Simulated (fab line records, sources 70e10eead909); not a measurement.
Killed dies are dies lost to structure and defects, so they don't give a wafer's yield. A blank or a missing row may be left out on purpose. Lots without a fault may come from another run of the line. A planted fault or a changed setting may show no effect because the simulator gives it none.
Chamber matching | flow nand_harc | NHARC_A_STAIRCASE_DESCUM_291 on rie_diel-07: 4 sister chambers
The step chemistry O2, time 3 s. 8 wafers are shown with their chamber, then 9 later ones without.

WAFERS WITH THEIR CHAMBER
wafer  | chamber | showerhead_plenum_p_Torr (Torr) | drypump_motor_current_A (A)
L078.3 | 2       | 1.97                            | 5.6
L078.5 | 1       | 1.93                            | 5.6
L084.4 | 2       | 1.97                            | 5.6
L084.3 | 1       | 1.92                            | 5.6
L084.6 | 3       | 1.92                            | 5.4
L089.1 | 3       | 1.91                            | 5.5
L089.2 | 0       | 1.98                            | 5.7
L089.6 | 0       | 1.98                            | 5.7

WAFERS WITHOUT THEIR CHAMBER
wafer  | showerhead_plenum_p_Torr (Torr) | drypump_motor_current_A (A)
L096.1 | 1.96                            | 5.6
L096.3 | 1.92                            | 5.6
L096.4 | 1.91                            | 5.5
L094.1 | 1.96                            | 5.6
L094.2 | 1.92                            | 5.6
L094.3 | 1.91                            | 5.4
L094.4 | 1.91                            | 5.4
L094.5 | 1.96                            | 5.6
L094.6 | 1.92                            | 5.6

WHICH CHAMBER EACH WENT THROUGH
wafer  | from the rows above | in truth
L096.1 | 2                   | 2
L096.3 | 1                   | 1
L096.4 | 3                   | 3
L094.1 | 2                   | 2
L094.2 | 1                   | 1
L094.3 | 3                   | 3
L094.4 | 3                   | 3
L094.5 | 2                   | 2
L094.6 | 1                   | 1
Placed correctly: 9 of 9. Can't be placed from these rows: 0. Placed wrongly: 0.
How it was worked out, from the rows above alone: a wafer's distance from a chamber is the root of the sum, over the readings, of the square of ((its reading less the chamber's mean) divided by the reading's scatter). The wafer belongs to the nearest chamber; if the next one is less than 2 further off, it can't be placed. A chamber's mean is the mean of its shown wafers. The scatter: the root of (the sum of the squares of (reading less its chamber's mean) over the shown wafers, divided by (wafers less chambers)).
